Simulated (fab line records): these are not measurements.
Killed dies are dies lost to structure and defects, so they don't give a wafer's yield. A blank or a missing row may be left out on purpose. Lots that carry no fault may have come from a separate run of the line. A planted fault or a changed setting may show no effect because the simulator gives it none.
A struck lot beside a sound one / flow n5Finfet / 16 steps out of a route of 1938
Sound: wafers L911.2, L911.3, L911.6. Struck: wafers L923.1, L923.3, L923.5. The cause comes at the end.
Each step with rows lists, per side, the tool, then ch with its chambers, then its first start. Under that, the readings that differ: sound wafers / struck wafers / difference of the means / sigmas: that difference in standard deviations of wafers without a fault.
alike: readings with means less than 2 such deviations apart, plus words and numbers identical on both sides. not compared: withheld readings, readings lacking a value on some wafer, bounds such as >300 that could conceal the same value, and numbers that have no deviation in the record and whose values overlap.
The two part at a step that has a row with sigmas, a row that says differs or no value, or rows on one side only. Numbers that have no deviation but don't overlap get no sigmas and don't part them. A reading missing from all wafers of one side parts the sides only when that side holds two or more wafers.

first, 6 steps without rows for these wafers: N5_BEOL_M4_COAT_22 (resist thk 30 nm); N5_BEOL_M4_EBR_24; N5_BEOL_M4_SOFTBAKE_23 (time 60 s); N5_BEOL_M4_EXPOSE_25 (exposes mask V3, defocus 5 nm); N5_BEOL_M4_PEB_26 (peb time 60 s); N5_BEOL_M4_DEVELOP_27 (develop time 30 s).
N5_BEOL_M4_CD_MEAS_28: target cd 26.2 nm, target cd y 24.1 nm.
  sound on cdSem-02 ch 0, day 8 16:19; struck on cdSem-02 ch 0, day 11 14:40
  alike: cdNm
N5_BEOL_M4_OVL_MEAS_29:
  sound on overlay-01 ch 0, day 8 16:22; struck on overlay-02 ch 0, day 11 14:42
  alike: V3_OVL
N5_BEOL_M4_INSPECT_30: inspects for defects (brightfield).
  sound on defectInspect-01 at day 8 16:25; struck on defectInspect-02 at day 11 14:46
  alike: rawDefectCount
N5_BEOL_M4_DESCUM_33: chemistry O2, time 7 s.
  sound on rieDiel-06 ch 0,2, day 8 16:26; struck on rieDiel-06 ch 0,3, day 11 14:47
reading=oesProductAu (a.u.); sound=0.66 0.71 0.65; struck=0.95 0.96 0.95; difference=+0.28; sigmas=+3
  alike: biasPowerW, drypumpMotorCurrentA, rfVppV, showerheadPlenumPTorr, tempC, throttleValvePct
  not compared: rfHoursCounterH
N5_BEOL_M4_ETCH_77: etches underlayer in N2/H2, target depth 6.5 nm, time 5.2 s.
  sound on rieDiel-06 ch 0,2, day 8 16:29; struck on rieDiel-06 ch 0,3, day 11 14:50
reading=oesProductAu (a.u.); sound=0.57 0.61 0.57; struck=0.80 0.84 0.84; difference=+0.24; sigmas=+3
  alike: drypumpMotorCurrentA, etchRfOnTimeS, rfVppV, showerheadPlenumPTorr, throttleValvePct
  not compared: rfHoursCounterH
N5_BEOL_M4_ETCH_69: etches SiARC in CF4, target depth 15.6 nm, time 26 s.
  sound on rieDiel-06 ch 0,2, day 8 16:29; struck on rieDiel-06 ch 0,3, day 11 14:50
reading=oesProductAu (a.u.); sound=0.57 0.62 0.58; struck=0.80 0.84 0.84; difference=+0.24; sigmas=+3
  alike: drypumpMotorCurrentA, etchRfOnTimeS, rfVppV, showerheadPlenumPTorr, throttleValvePct
  not compared: rfHoursCounterH
N5_BEOL_M4_ALD_98: deposits SiO2, target thk 2.5 nm, pulse time 1 s, co reactant pulse time 1 s.
  sound on aldSin-01 ch 1,2,3, day 8 16:35; struck on aldSin-03 ch 0,1,2, day 11 15:23
reading=aldCycles; sound=17 17 17; struck=16 16 16; difference=-1; sigmas=
reading=heaterPowerW (W); sound=76 62 68; struck=85 83 97; difference=+20; sigmas=+2
  alike: precursorPulseHeightRel
N5_BEOL_M4_ETCHBACK_99: etches SiO2 in CHF3, target depth 5 nm, time 10.4 s.
  sound on rieDiel-04 ch 0,3, day 8 20:20; struck on rieDiel-04 ch 1,3, day 11 17:18
  alike: drypumpMotorCurrentA, oesProductAu, rfVppV, showerheadPlenumPTorr, throttleValvePct
  not compared: rfHoursCounterH
N5_BEOL_M4_RC_MEAS_101:
  sound on prober-01 ch 0, day 9 01:01; struck on prober-01 ch 0, day 11 21:40
reading=SS_P (mV/dec); sound=72.7 74.4 73.2; struck=75.0 74.6 74.7; difference=+1.3; sigmas=+2
  alike: DIBL_N, DIBL_P, IOFF_N, IOFF_P, ION_N, ION_P, SS_N, VT_N, VT_P
-- a jump in the record: the struck wafers' starts before and after are 4 days apart (it breaks off in module BEOL_M4 and resumes in module PASSIVATION, where the first step shown is number 1936 of the route) --
N5_PASSIVATION_PROBE_49:
  sound on prober-02 at day 12 15:40; struck on prober-01 at day 15 15:48
reading=sort_bin_4_leakage (%); sound=0 0 0; struck=0 0.08 0; difference=+0; sigmas=+3
  alike: defectLimitedYield, killed_at_M0_to_M3, killed_at_M4_up, killedAtContacts, killedAtFrontEnd, killedAtOther, killedDies, killedOpen, killedShort, sort_bin_5_function, sort_bin_6_memory, sortNPass, sortYieldPct

WHERE THEY PART
Last at N5_PASSIVATION_PROBE_49 as far as this record goes, first at N5_BEOL_M4_DESCUM_33.

WHY: what had been put in by the simulator
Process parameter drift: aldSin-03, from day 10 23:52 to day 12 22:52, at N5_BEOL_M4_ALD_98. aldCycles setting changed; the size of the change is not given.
